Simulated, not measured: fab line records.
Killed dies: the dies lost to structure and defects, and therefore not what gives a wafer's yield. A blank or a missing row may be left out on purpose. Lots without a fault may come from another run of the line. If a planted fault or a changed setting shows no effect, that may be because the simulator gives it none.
What tool caused it? ; flow n5_finfet ; 24 lots with 72 wafers sampled at 5 steps, on a route of 1938 steps

WHAT EACH GAUGE READ, for each wafer
N5_BEOL_M13_INSPECT_55: inspects for defects (darkfield). Usual: 77 for raw_defect_count, sd 24.
lot;measured;on;raw_defect_count;flag
L074;day 10 23:13;defect_inspect-02;64 43 59;
L075;day 11 05:47;defect_inspect-01;93 76 87;
L077;day 12 00:34;defect_inspect-02;50 92 50;
L078;day 12 00:52;defect_inspect-01;65 70 99;
L079;day 12 08:02;defect_inspect-01;89 91 82;
L080;day 12 15:04;defect_inspect-01;67 73 122;
L082;day 13 01:15;defect_inspect-02;51 44 28;
L081;day 13 02:34;defect_inspect-01;79 65 81;
L083;day 13 23:16;defect_inspect-01;100 89 94;
L084;day 14 03:04;defect_inspect-01;100 71 87;
L086;day 14 03:22;defect_inspect-01;79 76 55;
L085;day 14 09:08;defect_inspect-02;42 52 55;
L087;day 14 12:46;defect_inspect-01;86 56 113;
L089;day 14 17:31;defect_inspect-01;59 86 110;
L088;day 15 00:20;defect_inspect-01;80 61 113;
L090;day 15 03:28;defect_inspect-01;60 40 28;
L091;day 15 15:52;defect_inspect-02;97 84 35;
L092;day 15 16:08;defect_inspect-01;69 102 53;
L093;day 15 19:40;defect_inspect-01;55 118 123;
L094;day 16 21:47;defect_inspect-02;81 78 94;
L076;day 17 01:15;defect_inspect-01;68 95 49;
L095;day 17 07:07;defect_inspect-01;118 91 124;
L097;day 17 19:22;defect_inspect-02;95 60 54;
L096;day 18 14:38;defect_inspect-02;47 58 45;

N5_BEOL_M14_THK_MEAS_01. Usual: M14_ILD_THK typically reads 1110 nm, with standard deviation 16.
lot;measured;on;M14_ILD_THK (nm);flag
L074;day 10 23:31;film_metro-01;1083 1084 1104;
L075;day 11 06:01;film_metro-01;1092 1117 1125;
L077;day 12 00:47;film_metro-01;1071 1110 1128;
L078;day 12 01:06;film_metro-01;1112 1109 1126;
L079;day 12 08:15;film_metro-01;1088 1117 1116;
L080;day 12 15:18;film_metro-01;1118 1118 1125;
L082;day 13 01:29;film_metro-01;1094 1108 1128;
L081;day 13 02:49;film_metro-02;1096 1130 1129;
L083;day 13 23:29;film_metro-01;1102 1113 1108;
L084;day 14 03:17;film_metro-02;1105 1126 1144;
L086;day 14 03:35;film_metro-02;1111 1091 1115;
L085;day 14 09:22;film_metro-02;1080 1126 1097;
L087;day 14 12:59;film_metro-02;1089 1095 1098;
L089;day 14 17:45;film_metro-01;1091 1109 1110;
L088;day 15 00:34;film_metro-02;1107 1136 1112;
L090;day 15 03:46;film_metro-02;1080 1103 1103;
L091;day 15 16:05;film_metro-02;1121 1094 1129;
L092;day 15 16:22;film_metro-01;1102 1110 1114;
L093;day 15 19:53;film_metro-02;1119 1149 1133;
L094;day 16 22:01;film_metro-02;1143 1130 1131;
L076;day 17 01:29;film_metro-01;1095 1090 1108;
L095;day 17 07:20;film_metro-02;1102 1128 1133;
L097;day 17 19:40;film_metro-02;1100 1105 1112;
L096;day 18 14:52;film_metro-02;1096 1099 1138;

EACH LOT AND THE TOOL THAT RAN IT (in order: tool; ch and the chambers of the sampled wafers; start)
lot;N5_BEOL_M13_ILD_DEP_00;N5_BEOL_M13_STRIP_64;N5_BEOL_M13_ANNEAL_48
L074;pecvd-02 ch 0,2, day 10 17:52;plasma_asher-02 ch 0,1, day 10 19:02;rtp_anneal-02 ch 0, day 10 22:28
L075;pecvd-02 ch 0,1,2, day 11 01:30;plasma_asher-02 ch 0,1, day 11 02:33;rtp_anneal-01 ch 0, day 11 05:05
L077;pecvd-03 ch 0,1, day 11 10:05;plasma_asher-02 ch 0,1, day 11 11:02;rtp_anneal-01 ch 0, day 11 23:49
L078;pecvd-02 ch 1,2, day 11 13:06;plasma_asher-01 ch 0,1, day 11 14:09;rtp_anneal-01 ch 0, day 12 00:08
L079;pecvd-01 ch 0,2, day 12 01:18;plasma_asher-01 ch 0, day 12 02:22;rtp_anneal-01 ch 0, day 12 07:16
L080;pecvd-01 ch 0,1,2, day 12 08:22;plasma_asher-01 ch 0,1, day 12 09:33;rtp_anneal-02 ch 0, day 12 14:02
L082;pecvd-02 ch 1,2, day 12 20:05;plasma_asher-02 ch 0,1, day 12 21:18;rtp_anneal-02 ch 0, day 13 00:36
L081;pecvd-03 ch 1,2, day 12 22:03;plasma_asher-01 ch 0,1, day 12 23:10;rtp_anneal-01 ch 0, day 13 01:50
L083;pecvd-03 ch 0,2, day 13 17:11;plasma_asher-01 ch 0,1, day 13 18:14;rtp_anneal-01 ch 0, day 13 22:34
L084;pecvd-01 ch 1,2, day 13 21:26;plasma_asher-01 ch 0,1, day 13 22:44;rtp_anneal-02 ch 0, day 14 02:19
L086;pecvd-02 ch 0,1,2, day 13 22:21;plasma_asher-02 ch 0,1, day 13 23:17;rtp_anneal-02 ch 0, day 14 02:35
L085;pecvd-02 ch 0,2, day 14 03:39;plasma_asher-01 ch 0,1, day 14 04:38;rtp_anneal-02 ch 0, day 14 08:11
L087;pecvd-01 ch 0,1,2, day 14 07:06;plasma_asher-02 ch 0,1, day 14 08:25;rtp_anneal-01 ch 0, day 14 12:01
L089;pecvd-02 ch 1,2, day 14 13:06;plasma_asher-02 ch 1, day 14 14:02;rtp_anneal-02 ch 0, day 14 16:46
L088;pecvd-02 ch 0,1, day 14 18:01;plasma_asher-01 ch 0,1, day 14 19:00;rtp_anneal-02 ch 0, day 14 23:34
L090;pecvd-03 ch 1,2, day 14 21:03;plasma_asher-02 ch 0,1, day 14 22:02;rtp_anneal-02 ch 0, day 15 02:43
L091;pecvd-02 ch 0,1, day 15 11:34;plasma_asher-01 ch 0,1, day 15 12:37;rtp_anneal-01 ch 0, day 15 15:07
L092;pecvd-01 ch 0,1,2, day 15 11:49;plasma_asher-02 ch 0,1, day 15 12:44;rtp_anneal-01 ch 0, day 15 15:25
L093;pecvd-03 ch 0,2, day 15 13:59;plasma_asher-02 ch 1, day 15 15:01;rtp_anneal-01 ch 0, day 15 18:52
L094;pecvd-02 ch 0,1,2, day 16 17:23;plasma_asher-02 ch 0,1, day 16 18:23;rtp_anneal-02 ch 0, day 16 21:02
L076;pecvd-03 ch 1,2, day 16 20:56;plasma_asher-01 ch 0, day 16 21:52;rtp_anneal-01 ch 0, day 17 00:31
L095;pecvd-03 ch 0,1, day 17 01:34;plasma_asher-01 ch 0,1, day 17 02:29;rtp_anneal-01 ch 0, day 17 06:20
L097;pecvd-02 ch 1,2, day 17 14:51;plasma_asher-02 ch 0,1, day 17 15:47;rtp_anneal-02 ch 0, day 17 18:19
L096;pecvd-03 ch 0,1, day 18 09:45;plasma_asher-01 ch 0,1, day 18 10:40;rtp_anneal-02 ch 0, day 18 13:53
- N5_BEOL_M13_ILD_DEP_00: deposits SiOC from DEMS/O2, target thk 837.92 nm, time 166.4 s.
- N5_BEOL_M13_STRIP_64: strips in N2/H2.
- N5_BEOL_M13_ANNEAL_48: time 90 s.

AS READ BY THE TOOLS THEMSELVES (means over the sampled wafers that have a number; for cases with no such wafer, the mark the record gives instead)
N5_BEOL_M13_ILD_DEP_00. Usual: heater_power_w 458 W, standard deviation 50; showerhead_plenum_p_Torr 5.691 Torr, standard deviation 0.013; throttle_valve_pct 11.7 %, standard deviation 0.59.
lot;tool;heater_power_w (W);showerhead_plenum_p_Torr (Torr);throttle_valve_pct (%);flag
L074;pecvd-02;477;5.693;11.4;
L075;pecvd-02;448;5.694;11.6;
L077;pecvd-03;439;5.688;12.2;
L078;pecvd-02;427;5.689;11.6;
L079;pecvd-01;427;5.693;11.5;
L080;pecvd-01;460;5.696;11.7;
L082;pecvd-02;465;5.697;11.6;
L081;pecvd-03;477;5.685;10.8;
L083;pecvd-03;469;5.682;12.0;
L084;pecvd-01;425;5.690;11.6;
L086;pecvd-02;448;5.693;11.6;
L085;pecvd-02;428;5.696;11.6;
L087;pecvd-01;402;5.697;11.7;
L089;pecvd-02;461;5.690;11.8;
L088;pecvd-02;476;5.686;11.9;
L090;pecvd-03;471;5.688;11.4;
L091;pecvd-02;521;5.684;12.0;
L092;pecvd-01;427;5.698;11.7;
L093;pecvd-03;523;5.677;11.3;
L094;pecvd-02;472;5.695;11.7;
L076;pecvd-03;497;5.690;11.3;
L095;pecvd-03;439;5.701;12.4;
L097;pecvd-02;429;5.686;11.7;
L096;pecvd-03;429;5.690;12.4;

N5_BEOL_M13_STRIP_64. Usual: drypump_motor_current_A 5.74 A, standard deviation 0.13; heater_power_w 359 W, standard deviation 20; oes_product_au 0.715 a.u., standard deviation 0.0047; strip_time_to_endpoint_s 31.39 s, standard deviation 0.067.
lot;tool;drypump_motor_current_A (A);heater_power_w (W);oes_product_au (a.u.);strip_time_to_endpoint_s (s);flag
L074;plasma_asher-02;5.66;362;0.715;31.42;
L075;plasma_asher-02;5.68;357;0.713;31.39;
L077;plasma_asher-02;5.67;361;0.713;31.35;
L078;plasma_asher-01;5.80;372;0.712;31.38;
L079;plasma_asher-01;5.91;387;0.715;31.37;
L080;plasma_asher-01;5.81;367;0.722;31.28;
L082;plasma_asher-02;5.68;352;0.717;31.40;
L081;plasma_asher-01;5.73;354;0.712;31.41;
L083;plasma_asher-01;5.75;350;0.716;31.40;
L084;plasma_asher-01;5.83;368;0.717;31.36;
L086;plasma_asher-02;5.67;356;0.718;31.48;
L085;plasma_asher-01;5.74;359;0.717;31.34;
L087;plasma_asher-02;5.75;352;0.719;31.35;
L089;plasma_asher-02;5.58;358;0.716;31.40;
L088;plasma_asher-01;5.75;349;0.715;31.36;
L090;plasma_asher-02;5.67;356;0.718;31.50;
L091;plasma_asher-01;5.81;371;0.714;31.37;
L092;plasma_asher-02;5.73;356;0.719;31.49;
L093;plasma_asher-02;5.57;356;0.710;31.33;
L094;plasma_asher-02;5.65;357;0.714;31.32;
L076;plasma_asher-01;5.90;386;0.715;31.48;
L095;plasma_asher-01;5.71;347;0.715;31.33;
L097;plasma_asher-02;5.67;355;0.712;31.41;
L096;plasma_asher-01;5.72;345;0.716;31.47;

N5_BEOL_M13_ANNEAL_48. Usual: 225.97 for wafer_temp_C_max, sd 0.29.
lot;tool;wafer_temp_C_max;flag
L074;rtp_anneal-02;225.69;
L075;rtp_anneal-01;225.87;
L077;rtp_anneal-01;225.98;
L078;rtp_anneal-01;225.74;
L079;rtp_anneal-01;226.30;
L080;rtp_anneal-02;225.69;
L082;rtp_anneal-02;225.62;
L081;rtp_anneal-01;226.26;
L083;rtp_anneal-01;226.42;
L084;rtp_anneal-02;225.77;
L086;rtp_anneal-02;225.93;
L085;rtp_anneal-02;225.88;
L087;rtp_anneal-01;226.30;
L089;rtp_anneal-02;225.86;
L088;rtp_anneal-02;225.99;
L090;rtp_anneal-02;225.53;
L091;rtp_anneal-01;226.09;
L092;rtp_anneal-01;225.96;
L093;rtp_anneal-01;226.21;
L094;rtp_anneal-02;226.01;
L076;rtp_anneal-01;226.16;
L095;rtp_anneal-01;226.01;
L097;rtp_anneal-02;225.63;
L096;rtp_anneal-02;225.86;

THE ANSWER, worked out from the rows above alone
Rule: a lot counts as off when the mean over its wafers that have a number is more than 3 standard deviations away from the usual mean. Also off: a lot with no number at a reading for which 4 or more lots have one. Where the step has rows for the other lots, those lots are counted as sound. After the gauges, taken in route order, come the tools' own readings; for these a lot's mean is taken, as printed above. The first step at which some lot is off is used, and at that step the reading that is off furthest; a lot without a number counts as furthest.
Nothing can be told from this: no lot is off at any reading shown.

WHAT THE SIMULATOR PUT IN
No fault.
